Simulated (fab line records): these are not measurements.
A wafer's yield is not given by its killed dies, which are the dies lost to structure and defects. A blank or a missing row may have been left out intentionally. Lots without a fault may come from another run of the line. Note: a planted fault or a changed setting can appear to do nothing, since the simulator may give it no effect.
Chamber matching    flow n5 finfet    rie diel-05 running N5_MOL_CONTACT_COAG_ETCHBACK_134: 4 sister chambers
The step etches SiO2 in CHF3, target depth 10 nm, time 6.7 s. 20 wafers are shown with their chamber, then 10 later ones without.

WAFERS, EACH WITH ITS CHAMBER
wafer   chamber  rf vpp V (V)  drypump motor current A (A)  showerhead plenum p Torr (Torr)
L075.1  2        534           5.4                          2.42
L075.3  3        542           5.3                          2.34
L075.6  0        526           5.2                          2.41
L076.1  1        506           6.4                          2.35
L076.4  2        534           5.3                          2.42
L076.6  1        504           6.4                          2.35
L078.2  3        543           5.3                          2.34
L078.4  2        532           5.4                          2.41
L078.6  2        533           5.4                          2.41
L081.1  3        542           5.3                          2.34
L081.2  1        505           6.4                          2.35
L081.5  0        526           5.2                          2.41
L082.2  0        527           5.2                          2.41
L082.5  3        543           5.2                          2.34
L082.6  0        528           5.2                          2.40
L083.2  0        528           5.3                          2.40
L083.3  3        541           5.3                          2.34
L083.4  2        533           5.4                          2.41
L084.2  2        533           5.4                          2.41
L084.4  0        527           5.3                          2.40

SIGNATURES (means of the wafers above)
reading                   chamber 0  chamber 1  chamber 2  chamber 3  scatter within a chamber
rf vpp V                  527.00     505.00     533.17     542.20     0.853
drypump motor current A   5.233      6.400      5.383      5.280      0.0431
showerhead plenum p Torr  2.4050     2.3500     2.4133     2.3400     0.00421
Rule: for each reading, subtract the chamber's mean from the wafer's reading, divide by that reading's scatter and square the result; add these up over the readings and take the root, which gives the wafer's distance from the chamber. If the next closest chamber is less than 2 further off than the closest, the wafer can't be placed; otherwise it belongs to the closest. The scatter is the square root of a quotient: the sum, over the shown wafers, of each reading's squared deviation from its chamber's mean, divided by wafers minus chambers.

WAFERS WITHOUT THEIR CHAMBER
wafer   rf vpp V (V)  drypump motor current A (A)  showerhead plenum p Torr (Torr)
L084.5  533           5.4                          2.41
L091.1  542           5.2                          2.33
L091.2  534           5.4                          2.41
L091.4  506           6.4                          2.34
L096.2  542           5.3                          2.33
L096.3  527           5.3                          2.40
L096.4  533           5.4                          2.40
L097.1  542           5.3                          2.33
L097.2  527           5.2                          2.40
L097.4  533           5.4                          2.40

THE CHAMBER EACH PASSED THROUGH
wafer   from the rows above  in truth
L084.5  2                    2
L091.1  3                    3
L091.2  2                    2
L091.4  1                    1
L096.2  3                    3
L096.3  0                    0
L096.4  2                    2
L097.1  3                    3
L097.2  0                    0
L097.4  2                    2
10 of 10 placed correctly. Number that these rows cannot place: 0. 0 placed wrongly.
